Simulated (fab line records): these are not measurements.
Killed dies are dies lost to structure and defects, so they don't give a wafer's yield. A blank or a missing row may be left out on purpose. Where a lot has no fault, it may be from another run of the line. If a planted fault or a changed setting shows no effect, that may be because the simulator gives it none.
Struck lot and sound lot, side by side / flow nand-harc / 24 out of 1302 route steps
Sound: wafers L859.1, L859.2, L859.4. Struck: wafers L848.3, L848.5, L848.6. At the end, the cause is stated.
Order at every step that has rows: each side's tool, ch and its chambers, its first start. Under that, the readings that differ: sound wafers / struck wafers / difference of the means / sigmas: that difference in standard deviations of wafers without a fault.
alike: a reading whose means differ by less than 2 such deviations, as well as words and numbers matching on both sides. not compared: withheld readings; readings where some wafer has no value; bounds like >300 that might hide an equal value; numbers whose values overlap and for which the record gives no deviation.
A row with sigmas, a row that says differs or no value, or rows on one side alone: a step with any of these is where the two part. Numbers that don't overlap but have no deviation are shown without sigmas and don't part them. A reading that every wafer of one side lacks parts them only if that side has two wafers or more.

NHARC_P_CONTACT_DEP_00: deposits SiO2, target thk 500 nm.
  sound on pecvd-03 ch 1,2; struck on pecvd-01 ch 1,2
  alike: chamber-pressure-Torr, heater-power-w, throttle-valve-pct
NHARC_P_CONTACT_CMP_01: polishes SiO2, target thk 200 nm.
  sound on cmp-01 ch 1,2,3, day 13 15:09; struck on cmp-01 ch 0,1,2, day 9 01:41
  alike: motor-current-A
then, 9 steps without rows for these wafers: NHARC_P_CONTACT_SRD_03; NHARC_P_CONTACT_DEHYDRATE_04 (time 120 s); NHARC_P_CONTACT_HMDS_05 (time 30 s); NHARC_P_CONTACT_COAT_33 (time 75 s); NHARC_P_CONTACT_COAT_34 (time 65 s); NHARC_P_CONTACT_COAT_06 (resist thk 90 nm); NHARC_P_CONTACT_SOFTBAKE_07 (time 55 s); NHARC_P_CONTACT_EBR_08; NHARC_P_CONTACT_EXPOSE_09 (exposes mask P CA, target cd 90 nm).
NHARC_P_CONTACT_PEB_10: peb time 65 s.
  sound on litho-track-01 ch 0, day 13 15:46; struck on litho-track-01 ch 0, day 9 02:24
reading=heater-power-total-W (W); sound=156.1 156.3 156.5; struck=158.7 158.0 158.4; difference=+2.1; sigmas=+5
reading=plate-temp-C (C); sound=99.78 99.75 99.79; struck=100.91 100.78 100.63; difference=+1.00; sigmas=+8
then, 1 step without rows for these wafers: NHARC_P_CONTACT_DEVELOP_11 (develop time 35 s).
NHARC_P_CONTACT_CD_MEAS_12: the cd target is 90 nm.
  sound on cd-sem-01 ch 0, day 13 15:51; struck on cd-sem-03 ch 0, day 9 02:29
reading=cd-nm (nm); sound=90.7 90.5 89.8; struck=92.2 91.3 91.7; difference=+1.4; sigmas=+2
NHARC_P_CONTACT_OVL_MEAS_13:
  struck on overlay-01, day 9 02:34; sound on overlay-01, day 13 15:56
  alike: overlay-x-nm, overlay-y-nm
NHARC_P_CONTACT_INSPECT_14:
  struck on defect-inspect-01, day 9 02:36; sound on defect-inspect-02, day 13 15:59
  alike: raw-defect-count
NHARC_P_CONTACT_DESCUM_17: chemistry O2, time 3 s.
  sound on rie-diel-08 ch 0,2,3, day 13 16:02; struck on rie-diel-03 ch 1,2, day 9 02:40
reading=model.P_CONTACT.cd-nm (nm); sound=89.94 89.15 89.69; struck=91.75 91.56 91.8; difference=+2.11; sigmas=
  alike: drypump-motor-current-A, oes-product-au, rf-vpp-V, showerhead-plenum-p-Torr, throttle-valve-pct
  not compared: rf-hours-counter-h
NHARC_P_CONTACT_ETCH_35: etches the open film in CF4, target depth 39 nm, time 65 s.
  sound on rie-diel-08 ch 0,1,2, day 13 16:07; struck on rie-diel-03 ch 1,2, day 9 02:44
  alike: drypump-motor-current-A, oes-product-au, rf-vpp-V, showerhead-plenum-p-Torr, throttle-valve-pct
  not compared: rf-hours-counter-h
NHARC_P_CONTACT_ETCH_36: etches the open film in N2/H2, target depth 260 nm, time 406.25 s.
  sound on rie-diel-08 ch 1,2,3; struck on rie-diel-03 ch 0,1,2
  alike: drypump-motor-current-A, oes-product-au, rf-vpp-V, showerhead-plenum-p-Torr, throttle-valve-pct
  not compared: rf-hours-counter-h
NHARC_P_CONTACT_ETCH_18: etches the open film in C4F8/O2/Ar, target depth 481 nm, time 240.5 s.
  sound on rie-diel-08 ch 0,1,3; struck on rie-diel-03 ch 1,2,3
reading=oes-product-au (a.u.); sound=0.932 0.909 0.923; struck=0.978 0.984 0.982; difference=+0.060; sigmas=+3
  alike: rf-vpp-V
  not compared: rf-hours-counter-h
then, 1 step without rows for these wafers: NHARC_P_CONTACT_STRIP_37 (strips in C4F8/O2/Ar).
NHARC_P_CONTACT_ETCH_31: etches the open film in CH3F/O2, target depth 30 nm, time 85.7 s.
  sound on rie-diel-08 ch 0,2,3; struck on rie-diel-03 ch 0,1,2
reading=oes-product-au (a.u.); sound=0.931 0.967 0.947; struck=0.984 0.995 0.986; difference=+0.040; sigmas=+3
reading=model.P_CONTACT.cd-nm (nm); sound=88.49 87.62 89.82; struck=91.82 91.51 93.55; difference=+3.65; sigmas=
  alike: drypump-motor-current-A, rf-vpp-V, showerhead-plenum-p-Torr, throttle-valve-pct
  not compared: rf-hours-counter-h
NHARC_P_CONTACT_CD_MEAS_19:
  struck on cd-sem-02, day 9 03:32; sound on cd-sem-01, day 13 16:55
reading=cd-nm (nm); sound=88.2 87.8 90.2; struck=91.5 91.5 93.6; difference=+3.5; sigmas=+2
-- record jumps: 19 days between struck wafers' starts before vs after; left off in module P_CONTACT, resumes in module END, first step shown is number 1302 of the route --
NHARC_END_SORT_01:
  sound on prober-02 ch 0, day 31 23:15; struck on prober-01 ch 0, day 28 07:20
  alike: killed-at-array, killed-at-other, killed-at-periphery, killed-dies, killed-open, killed-short

== WHERE THEY PART ==
At NHARC_P_CONTACT_PEB_10 first; at NHARC_P_CONTACT_CD_MEAS_19 last (within this record only). Later steps at which nothing parts them and some readings are alike: NHARC_END_SORT_01.

WHY: the cause the simulator had injected
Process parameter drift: litho-track-01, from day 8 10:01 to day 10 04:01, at NHARC_P_CONTACT_PEB_10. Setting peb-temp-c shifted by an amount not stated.
